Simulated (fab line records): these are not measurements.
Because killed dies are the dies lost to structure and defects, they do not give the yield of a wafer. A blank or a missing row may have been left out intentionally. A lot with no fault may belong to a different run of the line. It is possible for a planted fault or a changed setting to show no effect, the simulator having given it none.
Problem report in the 8D (eight disciplines) form, filled by code | flow n5 finfet | the parts of the form that need people (team, actions taken, sign-off) are left out

1. THE ISSUE
At N5_PASSIVATION_PECVD_53, run length s averages 204.6 s over 3 wafers from 2 lots, while fault-free wafers read 197.2 s, standard deviation 0.5. Measured from the usual mean, that is +15 standard deviations.
The step: deposits SiO2 from TEOS/O2, target thk 800 nm, time 169.4 s.
First observed at day 14 09:09: wafer L896.3, on pecvd-02. Wafers with a number at this step in the record: 34, from 12 lots. The rule behind "out" and "out of limits": a value lying over 4 standard deviations away from the usual mean. The other wafers with a number count as sound.

2. WHAT IT IS AND WHAT IT IS NOT
question                    | is                     | is not
which readings at this step | run length s           | -
which lots                  | L896, L900             | L889, L890, L892, L893, L904, L905, L906, L907, L908, L909
which wafers of those lots  | L896.3, L896.5, L900.3 | L900.1
read on which tools         | pecvd-02               | pecvd-03, pecvd-04
when                        | from day 14 09:09      | up to then (12 sound wafers); but 19 sound wafers of L900, L904, L905, L906, L907, L908, L909 came after

3. SUSPECTS, AND WHAT RULES EACH OUT
Counting: any tool at a process step up to the reading remains a suspect provided it ran every lot that is out. Sound lots after the first of them don't rule it out here, since some wafers of a struck lot are sound.
- rie metal-01 at N5_PASSIVATION_ETCH_59 (etches TaN in Cl2/BCl3, target depth 65 nm, time 34.9 s): kept. Ran every lot that is out, first one L896 (day 14 08:31); last sound lot up to then L892 (day 13 12:59).
- pecvd-02 at N5_PASSIVATION_PECVD_53 (deposits SiO2 from TEOS/O2, target thk 800 nm, time 169.4 s): kept. Ran every lot that is out, first one L896 (day 14 09:09); last sound lot up to then L893 (day 13 11:05). Its own readings are out on those wafers: run length s.
The count leaves pecvd-02 at N5_PASSIVATION_PECVD_53 and rie metal-01 at N5_PASSIVATION_ETCH_59.

4. THE CAUSE (what the simulator had put in)
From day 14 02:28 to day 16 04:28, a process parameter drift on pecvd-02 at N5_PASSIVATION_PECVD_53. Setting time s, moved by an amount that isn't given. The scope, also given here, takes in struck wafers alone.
This tool is one of the 2 suspects left after counting.

5. THE CHAIN OF EFFECTS, in route order
Each row: a reading whose mean over the struck wafers that have a number lies more than 3 standard deviations from the usual. Only readings for which the record gives a usual standard deviation are gone through. hours: the time from each lot's start at the first step in this table that gives one to its start at this step, as a median over the lots. sigmas: the change in usual standard deviations.
hours | step                    | reading      | usual   | on struck wafers | change | sigmas
0     | N5_PASSIVATION_PECVD_53 | run length s | 197.2 s | 204.6            | +7.4   | +15
Its process steps:
- N5_PASSIVATION_PECVD_53: deposits SiO2 from TEOS/O2, target thk 800 nm, time 169.4 s.

6. HOW IT WOULD HAVE BEEN CAUGHT EARLIER
7 hours passed between the start of the fault at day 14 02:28 and the first reading out of limits in this record, taken at day 14 09:09.
